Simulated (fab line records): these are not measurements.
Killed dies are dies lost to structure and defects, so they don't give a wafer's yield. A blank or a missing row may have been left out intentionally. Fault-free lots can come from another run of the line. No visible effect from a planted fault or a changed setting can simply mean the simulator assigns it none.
One fault through the eyes of 2 desks | flow n5 finfet | what lay behind the numbers comes last; until then each desk has only its own

## AT THE METROLOGY DESK
Lot by lot, what the gauges showed, no matter which tool ran the lot: averages of those sampled wafers that carry a number. A lot is out of limits, marked OUT, if its mean lies more than 4 standard deviations from the usual mean; the brackets give that distance. Shown are 7 of the 15 readings it has, namely the first that went out of limits plus those furthest out on some lot.
Columns: A = DIBL_N at N5_BEOL_M4_RC_MEAS_101, usual 36.2 mV/V; B = ION_P at N5_BEOL_M4_RC_MEAS_101, usual 463 uA/um; C = RC_DENSE_N at N5_BEOL_M4_RC_MEAS_101, usual 19.0 ohm.um; D = RC_DENSE_P at N5_BEOL_M4_RC_MEAS_101, usual 23.8 ohm.um; E = RC_N at N5_BEOL_M4_RC_MEAS_101, usual 15.53 ohm.um; F = RC_P at N5_BEOL_M4_RC_MEAS_101, usual 19.4 ohm.um; G = SS_N at N5_BEOL_M4_RC_MEAS_101, usual 71.5 mV/dec
lot  | first seen here | A    | B   | C              | D              | E               | F              | G
L586 | day 4 18:39     | 37.5 | 468 | 18.9           | 24.0           | 15.48           | 19.5           | 72.2
L587 | day 4 23:35     | 34.8 | 477 | 19.3           | 23.7           | 15.75           | 19.3           | 71.6
L588 | day 5 03:48     | 38.3 | 461 | 18.9           | 23.8           | 15.41           | 19.2           | 72.3
L589 | day 5 14:10     | 37.7 | 460 | 18.9           | 23.9           | 15.34           | 19.6           | 71.9
L592 | day 6 05:05     | 35.8 | 473 | 18.8           | 23.6           | 15.37           | 19.2           | 71.7
L593 | day 6 15:07     | 35.3 | 468 | 19.2           | 24.3           | 15.77           | 19.7           | 71.5
L594 | day 6 20:05     | 35.4 | 464 | 19.1           | 23.7           | 15.57           | 19.2           | 71.5
L597 | day 7 14:07     | 37.9 | 461 | 18.6           | 23.6           | 15.30           | 19.4           | 71.7
L601 | day 8 12:13     | 36.9 | 458 | 25.9 (+19) OUT | 32.2 (+17) OUT | 21.01 (+19) OUT | 26.4 (+18) OUT | 71.6
L609 | day 10 17:04    | 35.3 | 463 | 19.0           | 23.8           | 15.37           | 19.4           | 71.2
Per this desk, out of limits: L601; the first was L601, day 12 04:41 (RC_DENSE_N at N5_BEOL_M4_RC_MEAS_101). L586, L587, L588, L589, L592, L593, L594, L597, L609 stayed within limits.

## TOOL OWNER'S DESK, implanter-01
The tool's own readings at N5_MOL_CONTACT_COAG_IMPLANT_129: means of the sampled wafers that have a number, for each lot that ran on this tool. A lot is out of limits, marked OUT, if its mean lies more than 4 standard deviations from the usual mean; the brackets give that distance.
Columns: A = beam energy keV at N5_MOL_CONTACT_COAG_IMPLANT_129, usual 3.0001; B = end station pressure torr at N5_MOL_CONTACT_COAG_IMPLANT_129, usual 5.9e-06 Torr; C = tilt deg at N5_MOL_CONTACT_COAG_IMPLANT_129, usual 0.000 degrees
lot  | first seen here | A                        | B                  | C
L588 | day 5 04:26     | 2.9994                   | 5.7e-06            | -0.004
L589 | day 5 15:07     | 2.9989                   | 5.7e-06            | 0.020
L592 | day 6 05:36     | 2.9996                   | 6.0e-06            | 0.009
L597 | day 7 14:47     | 3.0004                   | 5.6e-06            | 0.003
L601 | day 8 12:44     | 1.1449 (-99 or more) OUT | 8.4e-06 (+7.5) OUT | -0.013
This desk's verdict: out of limits on L601, starting with L601 at day 8 12:44 (beam energy keV at N5_MOL_CONTACT_COAG_IMPLANT_129). L588, L589, L592, L597 stayed within limits.

## BROUGHT TOGETHER
On L601, at day 8 12:44, an alarm was possible from the tool owner's desk.
Metrology desk: alarm possible at day 12 04:41 on L601.
N5_MOL_CONTACT_COAG_IMPLANT_129 was run on implanter-01 by each of the lots named.

## WHAT WAS PUT IN BY THE SIMULATOR
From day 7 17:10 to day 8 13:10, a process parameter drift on implanter-01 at N5_MOL_CONTACT_COAG_IMPLANT_129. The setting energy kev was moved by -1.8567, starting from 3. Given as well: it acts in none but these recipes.
Shown lots that were struck: L601.
Fault start to first reading out of limits, in hours, per desk: tool owner, 20; metrology, 108.
